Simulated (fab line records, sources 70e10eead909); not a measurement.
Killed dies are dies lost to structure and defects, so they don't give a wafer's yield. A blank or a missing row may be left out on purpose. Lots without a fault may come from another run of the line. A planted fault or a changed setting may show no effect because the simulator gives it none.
Which tool did it? | flow nand_harc | 24 lots, 72 wafers sampled, at 6 steps of a route of 1159

WHAT THE GAUGES READ, wafer by wafer
NHARC_P_BONDPAD_OVL_MEAS_38. Usual: overlay_x_nm -1 nm, standard deviation 5.9; overlay_y_nm 0 nm, standard deviation 6.9.
lot  | measured     | on         | overlay_x_nm (nm) | overlay_y_nm (nm) | flag
L074 | day 6 10:48  | overlay-01 | 1 1 1             | 16 17 16          |
L075 | day 6 23:29  | overlay-01 | 1 1 1             | -8 -8 -7          |
L076 | day 7 00:43  | overlay-01 | -10 -11 -11       | 2 2 2             |
L077 | day 7 01:10  | overlay-02 | 7 7 8             | 10 10 10          |
L078 | day 7 08:26  | overlay-01 | -6 -6 -6          | -1 -3 -3          |
L079 | day 7 17:57  | overlay-02 | 4 4 4             | 4 4 5             |
L080 | day 7 20:50  | overlay-02 | 5 4 5             | -5 -5 -5          |
L081 | day 7 20:59  | overlay-01 | -6 -6 -6          | -1 0 -1           |
L083 | day 8 11:37  | overlay-02 | -6 -7 -7          | 6 6 6             |
L084 | day 8 11:51  | overlay-02 | 2 4 3             | -4 -3 -3          |
L082 | day 8 13:12  | overlay-02 | 7 6 7             | 2 1 1             |
L085 | day 9 05:20  | overlay-02 | -1 -2 -2          | 1 2 2             |
L087 | day 9 14:38  | overlay-01 | -2 -2 -1          | -1 -2 -2          |
L086 | day 9 15:49  | overlay-01 | 5 5 6             | -1 -1 0           |
L088 | day 10 09:53 | overlay-01 | -6 -6 -6          | -16 -16 -16       |
L089 | day 10 13:11 | overlay-01 | -6 -6 -6          | -4 -4 -4          |
L090 | day 10 13:56 | overlay-01 | -4 -4 -4          | -2 -2 -1          |
L091 | day 10 14:39 | overlay-02 | -1 -1 0           | 12 11 10          |
L092 | day 10 19:13 | overlay-02 | 3 3 3             | -2 -2 -2          |
L093 | day 10 19:20 | overlay-01 | 13 14 13          | -14 -13 -14       |
L095 | day 11 18:36 | overlay-02 | -4 -4 -4          | 1 0 1             |
L094 | day 11 18:26 | overlay-01 | -11 -11 -11       | 2 2 2             |
L096 | day 11 20:40 | overlay-01 | -3 -3 -3          | -7 -7 -7          |
L097 | day 11 21:09 | overlay-01 | -5 -5 -5          | 1 1 1             |

NHARC_P_BONDPAD_THK_MEAS_20: measures by xrf. Usual: thk_nm 160.5 nm, standard deviation 1.5.
lot  | measured     | on            | thk_nm (nm)       | flag
L074 | day 6 13:32  | film_metro-01 | 160.1 159.5 159.2 |
L075 | day 7 02:18  | film_metro-02 | 164.4 161.1 161.3 |
L076 | day 7 03:16  | film_metro-01 | 162.0 162.1 161.3 |
L077 | day 7 03:44  | film_metro-02 | 164.9 161.0 164.5 |
L078 | day 7 11:18  | film_metro-02 | 158.9 161.1 157.9 |
L079 | day 7 20:26  | film_metro-02 | 160.0 160.4 160.0 |
L080 | day 7 23:27  | film_metro-01 | 157.9 160.0 159.0 |
L081 | day 7 23:51  | film_metro-01 | 156.5 160.7 157.5 |
L083 | day 8 14:37  | film_metro-02 | 159.3 157.7 160.8 |
L084 | day 8 14:56  | film_metro-02 | 159.4 160.0 160.0 |
L082 | day 8 15:54  | film_metro-01 | 159.4 161.5 159.8 |
L085 | day 9 07:50  | film_metro-01 | 161.4 160.6 161.0 |
L087 | day 9 17:08  | film_metro-02 | 159.3 161.1 157.1 |
L086 | day 9 18:19  | film_metro-01 | 161.8 159.6 161.8 |
L088 | day 10 12:22 | film_metro-02 | 161.1 160.9 161.6 |
L089 | day 10 15:39 | film_metro-01 | 159.3 160.0 157.4 |
L090 | day 10 16:26 | film_metro-02 | 161.9 159.4 160.7 |
L091 | day 10 17:09 | film_metro-02 | 159.7 158.7 160.2 |
L092 | day 10 21:53 | film_metro-02 | 163.5 160.1 158.0 |
L093 | day 10 22:04 | film_metro-02 | 160.0 161.8 159.2 |
L095 | day 11 21:06 | film_metro-01 | 161.9 161.5 160.7 |
L094 | day 11 20:58 | film_metro-02 | 161.7 159.0 161.5 |
L096 | day 11 23:09 | film_metro-02 | 158.9 158.8 160.6 |
L097 | day 11 23:45 | film_metro-02 | 161.2 160.1 161.4 |

WHICH TOOL RAN EACH LOT (tool, then ch and the chambers of the sampled wafers, then the start)
lot  | NHARC_P_M1_DESCUM_14               | NHARC_P_M1_ETCH_15                            | NHARC_P_M2_ANNEAL_31             | NHARC_P_BONDPAD_DESCUM_11
L074 | rie_diel-04 ch 1,2, day 6 01:58    | rie_diel-04 ch 0,2,3, day 6 07:55 or earlier  | rtp_anneal-02 ch 0, day 6 07:55  | rie_diel-05 ch 0,1,2, day 6 10:56
L075 | rie_diel-04 ch 1,3, day 6 14:26    | rie_diel-04 ch 0,1, day 6 20:53 or earlier    | rtp_anneal-02 ch 0, day 6 20:53  | rie_diel-02 ch 0,3, day 6 23:37
L076 | rie_diel-09 ch 2,3, day 6 15:36    | rie_diel-09 ch 1,2,3, day 6 22:09 or earlier  | rtp_anneal-02 ch 0, day 6 22:09  | rie_diel-02 ch 0,1,2, day 7 00:50
L077 | rie_diel-04 ch 2,3, day 6 16:07    | rie_diel-04 ch 1,2,3, day 6 22:24 or earlier  | rtp_anneal-01 ch 0, day 6 22:24  | rie_diel-02 ch 2,3, day 7 01:20
L078 | rie_diel-09 ch 1,2,3, day 6 23:34  | rie_diel-09 ch 0,1,2, day 7 05:55 or earlier  | rtp_anneal-01 ch 0, day 7 05:55  | rie_diel-05 ch 1,2,3, day 7 08:36
L079 | rie_diel-10 ch 1,2, day 7 08:34    | rie_diel-10 ch 2,3, day 7 15:12 or earlier    | rtp_anneal-02 ch 0, day 7 15:12  | rie_diel-02 ch 0,3, day 7 18:04
L080 | rie_diel-09 ch 0,1,3, day 7 11:45  | rie_diel-09 ch 2,3, day 7 17:46 or earlier    | rtp_anneal-01 ch 0, day 7 17:46  | rie_diel-02 ch 1,2,3, day 7 20:58
L081 | rie_diel-04 ch 0,2,3, day 7 12:02  | rie_diel-04 ch 1,2,3, day 7 18:05 or earlier  | rtp_anneal-01 ch 0, day 7 18:05  | rie_diel-02 ch 0,1,3, day 7 21:08
L083 | rie_diel-09 ch 1,3, day 8 02:04    | rie_diel-09 ch 0,1,2, day 8 08:42 or earlier  | rtp_anneal-02 ch 0, day 8 08:42  | rie_diel-02 ch 0,1,3, day 8 11:44
L084 | rie_diel-09 ch 2,3, day 8 02:40    | rie_diel-09 ch 0,1,3, day 8 09:01 or earlier  | rtp_anneal-02 ch 0, day 8 09:01  | rie_diel-02 ch 0,3, day 8 11:59
L082 | rie_diel-10 ch 0,1,2, day 8 04:36  | rie_diel-10 ch 0,2,3, day 8 10:31 or earlier  | rtp_anneal-01 ch 0, day 8 10:31  | rie_diel-02 ch 0,3, day 8 13:19
L085 | rie_diel-10 ch 0,1,2, day 8 20:31  | rie_diel-10 ch 0,2,3, day 9 02:35 or earlier  | rtp_anneal-02 ch 0, day 9 02:35  | rie_diel-02 ch 1,2,3, day 9 05:28
L087 | rie_diel-09 ch 1,3, day 9 05:42    | rie_diel-09 ch 1,2,3, day 9 11:52 or earlier  | rtp_anneal-02 ch 0, day 9 11:52  | rie_diel-02 ch 1,3, day 9 14:46
L086 | rie_diel-04 ch 0,1,3, day 9 07:08  | rie_diel-04 ch 0,1,2, day 9 13:17 or earlier  | rtp_anneal-02 ch 0, day 9 13:17  | rie_diel-02 ch 1,2,3, day 9 15:56
L088 | rie_diel-04 ch 0,2, day 10 00:32   | rie_diel-04 ch 0,3, day 10 06:36 or earlier   | rtp_anneal-01 ch 0, day 10 06:36 | rie_diel-02 ch 1,2,3, day 10 10:01
L089 | rie_diel-10 ch 0,2,3, day 10 04:16 | rie_diel-10 ch 0,2, day 10 10:27 or earlier   | rtp_anneal-02 ch 0, day 10 10:27 | rie_diel-02 ch 2,3, day 10 13:18
L090 | rie_diel-04 ch 0,1,3, day 10 04:32 | rie_diel-04 ch 0,1, day 10 11:10 or earlier   | rtp_anneal-01 ch 0, day 10 11:10 | rie_diel-02 ch 1,3, day 10 14:04
L091 | rie_diel-04 ch 2,3, day 10 05:53   | rie_diel-04 ch 1,2,3, day 10 12:05 or earlier | rtp_anneal-01 ch 0, day 10 12:05 | rie_diel-11 ch 1,3, day 10 14:48
L092 | rie_diel-09 ch 0,2,3, day 10 10:02 | rie_diel-09 ch 0,1,3, day 10 16:39 or earlier | rtp_anneal-02 ch 0, day 10 16:39 | rie_diel-02 ch 0,1,2, day 10 19:20
L093 | rie_diel-10 ch 0,2, day 10 10:35   | rie_diel-10 ch 0,2,3, day 10 16:47 or earlier | rtp_anneal-01 ch 0, day 10 16:47 | rie_diel-11 ch 0,2, day 10 19:28
L095 | rie_diel-09 ch 2,3, day 11 08:39   | rie_diel-09 ch 1,2,3, day 11 15:35 or earlier | rtp_anneal-02 ch 0, day 11 15:35 | rie_diel-05 ch 0,2,3, day 11 18:44
L094 | rie_diel-09 ch 1,2, day 11 09:21   | rie_diel-09 ch 0,2,3, day 11 15:46 or earlier | rtp_anneal-01 ch 0, day 11 15:46 | rie_diel-02 ch 0,1,2, day 11 18:35
L096 | rie_diel-10 ch 2,3, day 11 10:30   | rie_diel-10 ch 0,1, day 11 17:27 or earlier   | rtp_anneal-02 ch 0, day 11 17:27 | rie_diel-05 ch 0,1,2, day 11 20:48
L097 | rie_diel-10 ch 0,3, day 11 10:55   | rie_diel-10 ch 0,2,3, day 11 17:48 or earlier | rtp_anneal-01 ch 0, day 11 17:48 | rie_diel-11 ch 2,3, day 11 21:17
- NHARC_P_M1_DESCUM_14: chemistry O2, time 3 s.
- NHARC_P_M1_ETCH_15: etches the open film in C4F8/Ar, target depth 182.5 nm, time 91.2 s.
- NHARC_P_M2_ANNEAL_31: time 90 s.
- NHARC_P_BONDPAD_DESCUM_11: chemistry O2, time 3 s.

WHAT THE TOOLS THEMSELVES READ (means of the sampled wafers that have a number; where no wafer has one, the mark that the record gives instead)
NHARC_P_M1_DESCUM_14. Usual: chamber_pressure_mTorr 60.00 mTorr, standard deviation 0.048; drypump_motor_current_A 5.8 A, standard deviation 0.5; oes_product_au 0.998 a.u., standard deviation 0.0099; rf_vpp_V 57.9 V, standard deviation 0.85; showerhead_plenum_p_Torr 1.93 Torr, standard deviation 0.091; throttle_valve_pct 11.311 %, standard deviation 0.0083.
lot  | tool        | chamber_pressure_mTorr (mTorr) | drypump_motor_current_A (A) | oes_product_au (a.u.) | rf_vpp_V (V) | showerhead_plenum_p_Torr (Torr) | throttle_valve_pct (%) | flag
L074 | rie_diel-04 | 60.02                          | 5.8                         | 1.003                 | 58.6         | 1.88                            | 11.322                 |
L075 | rie_diel-04 | 60.02                          | 6.2                         | 0.986                 | 57.7         | 1.85                            | 11.308                 |
L076 | rie_diel-09 | 60.00                          | 6.0                         | 0.990                 | 57.8         | 1.92                            | 11.311                 |
L077 | rie_diel-04 | 59.97                          | 5.6                         | 1.012                 | 57.1         | 1.93                            | 11.321                 |
L078 | rie_diel-09 | 59.98                          | 5.6                         | 0.992                 | 57.4         | 1.99                            | 11.311                 |
L079 | rie_diel-10 | 60.02                          | 5.7                         | 0.998                 | 57.7         | 2.02                            | 11.311                 |
L080 | rie_diel-09 | 59.99                          | 5.4                         | 0.988                 | 58.6         | 1.95                            | 11.308                 |
L081 | rie_diel-04 | 60.03                          | 5.8                         | 1.001                 | 57.0         | 1.88                            | 11.309                 |
L083 | rie_diel-09 | 59.99                          | 5.3                         | 0.992                 | 57.7         | 2.00                            | 11.313                 |
L084 | rie_diel-09 | 59.95                          | 5.9                         | 1.007                 | 58.3         | 1.98                            | 11.305                 |
L082 | rie_diel-10 | 59.98                          | 5.7                         | 1.001                 | 57.8         | 1.95                            | 11.317                 |
L085 | rie_diel-10 | 60.04                          | 5.7                         | 0.988                 | 58.4         | 1.95                            | 11.308                 |
L087 | rie_diel-09 | 60.00                          | 5.3                         | 0.991                 | 57.9         | 2.00                            | 11.306                 |
L086 | rie_diel-04 | 60.00                          | 6.2                         | 1.000                 | 57.8         | 1.84                            | 11.309                 |
L088 | rie_diel-04 | 60.01                          | 5.4                         | 0.993                 | 58.3         | 1.91                            | 11.312                 |
L089 | rie_diel-10 | 59.99                          | 6.2                         | 0.999                 | 58.4         | 1.92                            | 11.314                 |
L090 | rie_diel-04 | 59.99                          | 6.2                         | 0.999                 | 57.9         | 1.83                            | 11.318                 |
L091 | rie_diel-04 | 59.98                          | 5.6                         | 1.001                 | 58.1         | 1.93                            | 11.315                 |
L092 | rie_diel-09 | 59.98                          | 5.7                         | 1.003                 | 58.4         | 1.94                            | 11.305                 |
L093 | rie_diel-10 | 60.02                          | 5.9                         | 0.989                 | 58.1         | 1.97                            | 11.303                 |
L095 | rie_diel-09 | 60.03                          | 5.9                         | 0.999                 | 57.2         | 1.98                            | 11.307                 |
L094 | rie_diel-09 | 60.00                          | 5.6                         | 1.008                 | 58.0         | 2.05                            | 11.309                 |
L096 | rie_diel-10 | 59.95                          | 6.1                         | 0.996                 | 58.7         | 1.99                            | 11.314                 |
L097 | rie_diel-10 | 59.99                          | 6.4                         | 1.000                 | 57.8         | 1.86                            | 11.309                 |

NHARC_P_M1_ETCH_15. Usual: chamber_pressure_mTorr 25.001 mTorr, standard deviation 0.021; oes_product_au 0.954 a.u., standard deviation 0.022; rf_vpp_V 441.1 V, standard deviation 2.9.
lot  | tool        | chamber_pressure_mTorr (mTorr) | oes_product_au (a.u.) | rf_vpp_V (V) | flag
L074 | rie_diel-04 | 25.011                         | 0.968                 | 439.1        |
L075 | rie_diel-04 | 24.990                         | 0.976                 | 437.1        |
L076 | rie_diel-09 | 25.009                         | 0.913                 | 443.7        |
L077 | rie_diel-04 | 25.018                         | 0.960                 | 439.7        |
L078 | rie_diel-09 | 25.014                         | 0.968                 | 444.3        |
L079 | rie_diel-10 | 24.996                         | 0.930                 | 441.3        |
L080 | rie_diel-09 | 25.009                         | 0.978                 | 442.8        |
L081 | rie_diel-04 | 25.012                         | 0.966                 | 439.9        |
L083 | rie_diel-09 | 25.006                         | 0.943                 | 442.7        |
L084 | rie_diel-09 | 24.988                         | 0.967                 | 442.3        |
L082 | rie_diel-10 | 25.002                         | 0.927                 | 441.5        |
L085 | rie_diel-10 | 25.014                         | 0.970                 | 441.3        |
L087 | rie_diel-09 | 24.990                         | 0.931                 | 442.8        |
L086 | rie_diel-04 | 25.002                         | 0.967                 | 439.3        |
L088 | rie_diel-04 | 24.999                         | 0.970                 | 438.5        |
L089 | rie_diel-10 | 25.023                         | 0.963                 | 443.5        |
L090 | rie_diel-04 | 24.978                         | 0.956                 | 438.3        |
L091 | rie_diel-04 | 24.996                         | 0.917                 | 440.5        |
L092 | rie_diel-09 | 25.001                         | 0.970                 | 441.7        |
L093 | rie_diel-10 | 24.999                         | 0.958                 | 441.0        |
L095 | rie_diel-09 | 24.996                         | 0.956                 | 442.9        |
L094 | rie_diel-09 | 24.992                         | 0.968                 | 442.0        |
L096 | rie_diel-10 | 24.996                         | 0.961                 | 439.0        |
L097 | rie_diel-10 | 25.001                         | 0.951                 | 440.5        |

NHARC_P_M2_ANNEAL_31. Usual: wafer_temp_C_max 226.0, standard deviation 0.3.
lot  | tool          | wafer_temp_C_max | flag
L074 | rtp_anneal-02 | 225.8            |
L075 | rtp_anneal-02 | 226.0            |
L076 | rtp_anneal-02 | 226.0            |
L077 | rtp_anneal-01 | 226.1            |
L078 | rtp_anneal-01 | 226.4            |
L079 | rtp_anneal-02 | 225.9            |
L080 | rtp_anneal-01 | 226.2            |
L081 | rtp_anneal-01 | 226.0            |
L083 | rtp_anneal-02 | 225.8            |
L084 | rtp_anneal-02 | 225.7            |
L082 | rtp_anneal-01 | 226.2            |
L085 | rtp_anneal-02 | 225.6            |
L087 | rtp_anneal-02 | 225.9            |
L086 | rtp_anneal-02 | 225.7            |
L088 | rtp_anneal-01 | 226.1            |
L089 | rtp_anneal-02 | 225.8            |
L090 | rtp_anneal-01 | 226.2            |
L091 | rtp_anneal-01 | 226.4            |
L092 | rtp_anneal-02 | 225.8            |
L093 | rtp_anneal-01 | 226.5            |
L095 | rtp_anneal-02 | 225.7            |
L094 | rtp_anneal-01 | 226.2            |
L096 | rtp_anneal-02 | 225.9            |
L097 | rtp_anneal-01 | 226.0            |

NHARC_P_BONDPAD_DESCUM_11. Usual: chamber_pressure_mTorr 60.01 mTorr, standard deviation 0.057; drypump_motor_current_A 5.8 A, standard deviation 0.65; oes_product_au 1.000 a.u., standard deviation 0.01; rf_vpp_V 57.9 V, standard deviation 0.92; showerhead_plenum_p_Torr 1.93 Torr, standard deviation 0.091; throttle_valve_pct 11.312 %, standard deviation 0.0091.
lot  | tool        | chamber_pressure_mTorr (mTorr) | drypump_motor_current_A (A) | oes_product_au (a.u.) | rf_vpp_V (V) | showerhead_plenum_p_Torr (Torr) | throttle_valve_pct (%) | flag
L074 | rie_diel-05 | 60.02                          | 5.5                         | 1.000                 | 56.7         | 1.88                            | 11.311                 |
L075 | rie_diel-02 | 60.02                          | 5.5                         | 0.996                 | 58.1         | 1.86                            | 11.309                 |
L076 | rie_diel-02 | 60.04                          | 5.5                         | 1.005                 | 57.9         | 1.94                            | 11.304                 |
L077 | rie_diel-02 | 60.00                          | 6.3                         | 0.995                 | 57.7         | 2.01                            | 11.309                 |
L078 | rie_diel-05 | 60.05                          | 6.1                         | 1.003                 | 57.4         | 1.84                            | 11.314                 |
L079 | rie_diel-02 | 59.96                          | 6.1                         | 0.995                 | 58.1         | 1.92                            | 11.311                 |
L080 | rie_diel-02 | 60.04                          | 6.0                         | 0.996                 | 58.1         | 2.00                            | 11.304                 |
L081 | rie_diel-02 | 60.01                          | 5.6                         | 1.001                 | 57.5         | 1.92                            | 11.318                 |
L083 | rie_diel-02 | 60.04                          | 5.6                         | 1.002                 | 57.6         | 1.92                            | 11.315                 |
L084 | rie_diel-02 | 59.98                          | 6.1                         | 0.990                 | 57.2         | 1.92                            | 11.312                 |
L082 | rie_diel-02 | 59.99                          | 5.5                         | 1.004                 | 58.5         | 1.86                            | 11.321                 |
L085 | rie_diel-02 | 60.00                          | 6.0                         | 1.005                 | 57.1         | 2.00                            | 11.309                 |
L087 | rie_diel-02 | 59.99                          | 6.1                         | 0.996                 | 58.3         | 1.98                            | 11.312                 |
L086 | rie_diel-02 | 60.00                          | 6.0                         | 0.998                 | 58.6         | 2.00                            | 11.313                 |
L088 | rie_diel-02 | 59.97                          | 6.0                         | 0.998                 | 58.3         | 1.99                            | 11.302                 |
L089 | rie_diel-02 | 60.01                          | 6.3                         | 1.004                 | 57.1         | 2.01                            | 11.313                 |
L090 | rie_diel-02 | 59.97                          | 5.7                         | 1.007                 | 57.9         | 1.98                            | 11.317                 |
L091 | rie_diel-11 | 60.04                          | 6.3                         | 0.990                 | 58.0         | 1.88                            | 11.308                 |
L092 | rie_diel-02 | 59.98                          | 5.5                         | 1.010                 | 57.8         | 1.94                            | 11.309                 |
L093 | rie_diel-11 | 60.03                          | 5.9                         | 1.003                 | 57.7         | 1.90                            | 11.313                 |
L095 | rie_diel-05 | 59.99                          | 5.8                         | 0.997                 | 57.9         | 1.83                            | 11.320                 |
L094 | rie_diel-02 | 60.00                          | 5.5                         | 1.010                 | 58.2         | 1.94                            | 11.308                 |
L096 | rie_diel-05 | 59.96                          | 5.5                         | 0.989                 | 58.2         | 1.87                            | 11.308                 |
L097 | rie_diel-11 | 59.99                          | 6.3                         | 0.984                 | 57.8         | 1.98                            | 11.320                 |

THE ANSWER, worked out from the rows above alone
Rule: a lot is off if the mean of its wafers that have a number lies more than 3 standard deviations from the usual mean. A lot without any number at a reading at which 4 lots or more have one is off too. The other lots that the step has rows for count as sound. The gauges are gone through in route order, then the tools' own readings, and for those a lot's mean is taken as printed above. The first step at which some lot is off is used, and at that step the reading that is off furthest; a lot without a number counts as furthest.
No lot is off at any reading shown: from this, nothing can be told.

WHAT THE SIMULATOR HAD PUT IN
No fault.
